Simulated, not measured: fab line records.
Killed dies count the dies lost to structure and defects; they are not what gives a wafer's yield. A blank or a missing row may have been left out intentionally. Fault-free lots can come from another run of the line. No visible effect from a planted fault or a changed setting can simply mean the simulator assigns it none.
fab line records | flow n5_finfet
record: lots: 7 | wafers: 39
route steps=1938 shown DUMMY_GATE@237
start_h: hours from the record's first day to the start of the lot's first wafer shown | wait_h: hours elapsed since this lot's preceding step | " the same as in the row above | L1.1+2: one row covering several wafers at once | - no value present, or no start provided | * or withheld: withheld | < > ~ a bound
route shown NAME@n: names a module that has steps shown in the file, with the first one's number in the route | usual: average and standard deviation across the fault-free wafers | same: alike in all rows | chamber/n: place in a boat | sites: per-site readings | _std_site: the values' standard deviation | _edge_site: inner sites' mean taken away from outer sites' mean | radius_mm: for every site, how far away it sits from the centre of the wafer | mask NAME#n: copy n | behind: the tool/chamber that last shaped the wafer | hold: reason for holding the lot/hours on hold/outcome of the hold | device: the n, p or np transistor that did not switch | end of line: at the end of the route, the tests of the same wafers | step lacking rows: just its recipe | killed: the dies lost at the first sort to structure and to defects; this is not the yield of the wafer | map: a wafer's dies, x killed, . not, _ none there
set.NAME: the run value of the setting; set.NAME@STEP: its run value at that earlier step | model.NAME: the simulator's own value behind a step, which no gauge read
lots with deliberately changed settings; one table per step, one row per wafer
== steps ==
step: N5_DUMMY_GATE_ETCH_37
recipe: chemistry: N2/H2 | target: SOC | target_depth_a: 600 | overetch_a: 300 | temp_c: 40 | ion_energy_ev: 200 | pressure_mtorr: 30 | source_w: 840 | bias_w: 150 | n2_flow_sccm: 200 | h2_flow_sccm: 200
usual: rf_vpp_V: 525/3.2
lot.wafer | tool        | chamber | start_h | wait_h | set.source_w | rf_vpp_V | model.SiARC_of_DUMMY_GATE_COAT_35.thk_nm
L076.1    | rie_diel-02 | 2       | 62.14   | 0.0    | 687.6        | 554      | 5.4
L076.2    | "           | 1       | "       | "      | 687.6        | 556      | 5.6
L076.3    | "           | 0       | "       | "      | 687.6        | 562      | 5.6
L076.4    | "           | 3       | "       | "      | 840          | 530      | 5
L076.5    | "           | 1       | "       | "      | 840          | 520      | 5
L076.6    | "           | 2       | "       | "      | 840          | 518      | 4.8
L079.1    | rie_diel-03 | 3       | 76.33   | 0.0    | 840          | 527      | 5
L079.2    | "           | 0       | "       | "      | 840          | 524      | 5.2
L079.3    | "           | 2       | "       | "      | 996.1        | 498      | 4.4
L079.4    | "           | 1       | "       | "      | 996.1        | 494      | 4.6
L079.5    | "           | 0       | "       | "      | 996.1        | 495      | 4.6
L079.6    | "           | 1       | "       | "      | 840          | 524      | 5.2
L084.1    | rie_diel-02 | 0       | 109.47  | 0.0    | 694.8        | 558      | 5.4
L084.2    | "           | 1       | "       | "      | 840          | 520      | 5
L084.3    | "           | 3       | "       | "      | 840          | 528      | 5
L084.4    | "           | 1       | "       | "      | 694.8        | 555      | 5.4
L084.5    | "           | 3       | "       | "      | 840          | 529      | 5
L084.6    | "           | 0       | "       | "      | 694.8        | 557      | 5.4
L087.1    | rie_diel-03 | 2       | 126.12  | 0.0    | 840          | 527      | 5
L087.2    | "           | 3       | "       | "      | 840          | 528      | 5
L087.3    | "           | 0       | "       | "      | 840          | 523      | 5.2
L087.4    | "           | 1       | "       | "      | 840          | 524      | 5.2
L087.5    | "           | 1       | "       | "      | 840          | 525      | 5.2
L087.6    | "           | 0       | "       | "      | 840          | 524      | 5.2
L089.1    | rie_diel-03 | 0       | 136.12  | 0.0    | 840          | 524      | 5.2
L089.2    | "           | 3       | "       | "      | 840          | 527      | 5
L089.3    | "           | 2       | "       | "      | 765.3        | 544      | 5.2
L089.4    | "           | 1       | "       | "      | 765.3        | 540      | 5.6
L089.5    | "           | 1       | "       | "      | 840          | 524      | 5.2
L089.6    | "           | 0       | "       | "      | 765.3        | 540      | 5.4
L092.1    | rie_diel-02 | 2       | 155.21  | 0.0    | 840          | 519      | 5
L092.4    | "           | 1       | "       | "      | 840          | 520      | 5
L092.6    | "           | 3       | "       | "      | 840          | 528      | 5
L094.1    | rie_diel-01 | 1       | 166.85  | 0.0    | 840          | 527      | 5
L094.2    | "           | 3       | "       | "      | 724.2        | 549      | 5.2
L094.3    | "           | 2       | "       | "      | 840          | 530      | 4.8
L094.4    | "           | 0       | "       | "      | 840          | 526      | 5.2
L094.5    | "           | 2       | "       | "      | 724.2        | 557      | 5.2
L094.6    | "           | 1       | "       | "      | 724.2        | 553      | 5.4
step: N5_DUMMY_GATE_ETCH_31
recipe: chemistry: C4F6/O2 | target: SiO2 | mask_material: SOC | target_depth_a: 825 | time_s: 27.5 | ion_energy_ev: 250 | pressure_mtorr: 30 | source_w: 345 | bias_w: 185 | Ar_flow_sccm: 300 | C4F6_flow_sccm: 10 | O2_flow_sccm: 10
lot.wafer | tool        | chamber | start_h | wait_h | set.target_depth_a | model.etch.depth_nm | model.SOC_of_DUMMY_GATE_COAT_34.thk_nm
L076.1    | rie_diel-01 | 1       | 62.42   | 0.0    | 825                | 82.99               | 51.6
L076.2    | "           | 3       | "       | "      | 825                | 85.05               | 51.6
L076.3    | "           | 0       | "       | "      | 825                | 81.65               | 52
L076.4    | "           | 2       | "       | "      | 825                | 80.7                | 51.8
L076.5    | "           | 1       | "       | "      | 825                | 83.19               | 51.6
L076.6    | "           | 0       | "       | "      | 825                | 82.34               | 51.8
L079.1    | rie_diel-01 | 0       | 76.61   | 0.0    | 771.8              | 75.41               | 52.4
L079.2    | "           | 2       | "       | "      | 771.8              | 75.89               | 52.4
L079.3    | "           | 3       | "       | "      | 825                | 83.99               | 51.6
L079.4    | "           | 0       | "       | "      | 771.8              | 76.08               | 52.6
L079.5    | "           | 2       | "       | "      | 825                | 81.19               | 51.8
L079.6    | "           | 3       | "       | "      | 825                | 83.53               | 51.8
L084.1    | rie_diel-03 | 0       | 110.03  | 0.3    | 825                | 81.22               | 52
L084.2    | "           | 3       | "       | "      | 825                | 82.39               | 51.6
L084.3    | "           | 2       | "       | "      | 825                | 82.55               | 51.8
L084.4    | "           | 1       | "       | "      | 825                | 82.37               | 51.8
L084.5    | "           | 3       | "       | "      | 825                | 83.24               | 51.8
L084.6    | "           | 2       | "       | "      | 825                | 83.41               | 51.6
L087.1    | rie_diel-02 | 1       | 126.40  | 0.1    | 825                | 80.59               | 52
L087.2    | "           | 3       | "       | "      | 724                | 71.83               | 53.2
L087.3    | "           | 2       | "       | "      | 825                | 83.7                | 51.6
L087.4    | "           | 0       | "       | "      | 825                | 81.37               | 52
L087.5    | "           | 0       | "       | "      | 724                | 71.02               | 53.2
L087.6    | "           | 3       | "       | "      | 724                | 71.63               | 52.8
L089.1    | rie_diel-01 | 3       | 136.68  | 0.1    | 825                | 83.71               | 51.4
L089.2    | "           | 2       | "       | "      | 825                | 84.68               | 51.4
L089.3    | "           | 1       | "       | "      | 825                | 82.44               | 51.6
L089.4    | "           | 0       | "       | "      | 825                | 81.82               | 51.8
L089.5    | "           | 1       | "       | "      | 825                | 82.74               | 51.4
L089.6    | "           | 0       | "       | "      | 825                | 81.42               | 51.8
L092.1    | rie_diel-01 | 3       | 155.48  | 0.0    | 825                | 83.53               | 51.8
L092.4    | "           | 0       | "       | "      | 825                | 79.85               | 52.4
L092.6    | "           | 0       | "       | "      | 825                | 81.02               | 52.4
L094.1    | rie_diel-03 | 3       | 167.13  | 0.0    | 825                | 82.98               | 51.6
L094.2    | "           | 0       | "       | "      | 825                | 81.69               | 51.6
L094.3    | "           | 1       | "       | "      | 825                | 83.06               | 51.6
L094.4    | "           | 2       | "       | "      | 825                | 82.57               | 51.8
L094.5    | "           | 2       | "       | "      | 825                | 82.99               | 51.8
L094.6    | "           | 1       | "       | "      | 825                | 82.51               | 51.6
step: N5_DUMMY_GATE_ETCH_32
recipe: chemistry: CF4 | target: SiO2 | target_depth_a: 35 | time_s: 3.9 | ion_energy_ev: 350 | pressure_mtorr: 10 | icp_w: 800 | bias_w: 400 | cf4_flow_sccm: 80
lot.wafer | tool      | chamber | start_h | wait_h | set.time_s | model.etch.depth_nm
L076.1    | rie_si-02 | 3       | 62.67   | 0.1    | 3.9        | 3.417
L076.2    | "         | 2       | "       | "      | 3.9        | 3.498
L076.3    | "         | 1       | "       | "      | 3.9        | 3.598
L076.4    | "         | 0       | "       | "      | 3.9        | 3.527
L076.5    | "         | 1       | "       | "      | 3.9        | 3.594
L076.6    | "         | 2       | "       | "      | 3.9        | 3.502
L079.1    | rie_si-01 | 0       | 76.86   | 0.1    | 3.594      | 3.224
L079.2    | "         | 1       | "       | "      | 3.594      | 3.098
L079.3    | "         | 3       | "       | "      | 3.9        | 3.483
L079.4    | "         | 2       | "       | "      | 3.9        | 3.55
L079.5    | "         | 0       | "       | "      | 3.594      | 3.222
L079.6    | "         | 1       | "       | "      | 3.9        | 3.365
L084.1    | rie_si-02 | 3       | 110.27  | 0.1    | 3.9        | 3.452
L084.2    | "         | 0       | "       | "      | 3.9        | 3.504
L084.3    | "         | 1       | "       | "      | 3.9        | 3.548
L084.4    | "         | 2       | "       | "      | 3.9        | 3.535
L084.5    | "         | 1       | "       | "      | 3.9        | 3.516
L084.6    | "         | 0       | "       | "      | 3.9        | 3.505
L087.1+5  | rie_si-02 | 2       | 126.65  | 0.1    | 3.9        | 3.527
L087.2    | "         | 0       | "       | "      | 3.1        | 2.758
L087.3    | "         | 3       | "       | "      | 3.1        | 2.736
L087.4    | "         | 1       | "       | "      | 3.9        | 3.529
L087.6    | "         | 1       | "       | "      | 3.1        | 2.801
L089.1    | rie_si-04 | 0       | 136.93  | 0.1    | 4.508      | 3.915
L089.2    | "         | 2       | "       | "      | 3.9        | 3.383
L089.3    | "         | 3       | "       | "      | 3.9        | 3.617
L089.4    | "         | 1       | "       | "      | 3.9        | 3.536
L089.5    | "         | 3       | "       | "      | 4.508      | 4.241
L089.6    | "         | 0       | "       | "      | 4.508      | 3.895
L092.1    | rie_si-02 | 1       | 155.73  | 0.1    | 3.9        | 3.502
L092.4    | "         | 3       | "       | "      | 3.9        | 3.441
L092.6    | "         | 1       | "       | "      | 3.9        | 3.507
L094.1    | rie_si-04 | 1       | 167.37  | 0.1    | 3.9        | 3.504
L094.2    | "         | 2       | "       | "      | 3.54       | 3.069
L094.3    | "         | 0       | "       | "      | 3.9        | 3.349
L094.4    | "         | 3       | "       | "      | 3.54       | 3.303
L094.5    | "         | 2       | "       | "      | 3.9        | 3.369
L094.6    | "         | 3       | "       | "      | 3.54       | 3.309
== key ==
split: step: N5_DUMMY_GATE_ETCH_37 | setting: source_w | stated: 840 | by: wafer
response: step: N5_DUMMY_GATE_ETCH_37 | reading: rf_vpp_V | change: -1.78 | per: 1% | r: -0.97
response: step: N5_DUMMY_GATE_ETCH_37 | reading: model.SiARC_of_DUMMY_GATE_COAT_35.thk_nm | change: -0.0282 | per: 1% | r: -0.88
split: step: N5_DUMMY_GATE_ETCH_31 | setting: target_depth_a | stated: 825 | by: wafer
response: step: N5_DUMMY_GATE_ETCH_31 | reading: model.etch.depth_nm | change: +0.904 | per: 1% | r: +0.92
response: step: N5_DUMMY_GATE_ETCH_31 | reading: model.SOC_of_DUMMY_GATE_COAT_34.thk_nm | change: -0.101 | per: 1% | r: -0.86
split: step: N5_DUMMY_GATE_ETCH_32 | setting: time_s | stated: 3.9 | by: wafer
response: step: N5_DUMMY_GATE_ETCH_32 | reading: model.etch.depth_nm | change: +0.0338 | per: 1% | r: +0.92
